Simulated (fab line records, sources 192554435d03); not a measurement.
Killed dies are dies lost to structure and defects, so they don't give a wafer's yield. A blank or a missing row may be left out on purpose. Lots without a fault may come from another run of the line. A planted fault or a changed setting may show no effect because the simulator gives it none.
Chamber matching | flow n5_finfet | N5_BEOL_M7_ILD_DEP_00 on pecvd-03: 3 sister chambers
The step deposits SiCOH lowk from DEMS/porogen, target thk 179.75 nm, time 33.4 s. 3 wafers are shown with their chamber, then 8 later ones without.

WAFERS WITH THEIR CHAMBER
wafer  | chamber | heater_power_w (W)
L086.1 | 2       | 239
L086.6 | 1       | 376
L091.3 | 0       | 315

WAFERS WITHOUT THEIR CHAMBER
wafer  | heater_power_w (W)
L091.5 | 313
L091.6 | 352
L095.2 | 200
L095.3 | 281
L095.4 | 356
L096.2 | 313
L096.3 | 235
L096.4 | 242

WHICH CHAMBER EACH WENT THROUGH
wafer  | from the rows above     | in truth
L091.5 | 0                       | 0
L091.6 | can't be placed: 1 or 0 | 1
L095.2 | 2                       | 2
L095.3 | can't be placed: 0 or 2 | 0
L095.4 | can't be placed: 1 or 0 | 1
L096.2 | 0                       | 0
L096.3 | 2                       | 2
L096.4 | 2                       | 2
Placed correctly: 5 of 8. Can't be placed from these rows: 3 (the true chamber is among the candidates in 3). Placed wrongly: 0.
How it was worked out, from the rows above alone: a wafer's distance from a chamber is the root of the sum, over the readings, of the square of ((its reading less the chamber's mean) divided by the reading's scatter). The wafer belongs to the nearest chamber; if the next one is less than 2 further off, it can't be placed. A chamber's mean is the mean of its shown wafers. The scatter: with one shown wafer a chamber, the root of the mean of the squares of how far each hidden wafer lies from its nearest shown one.
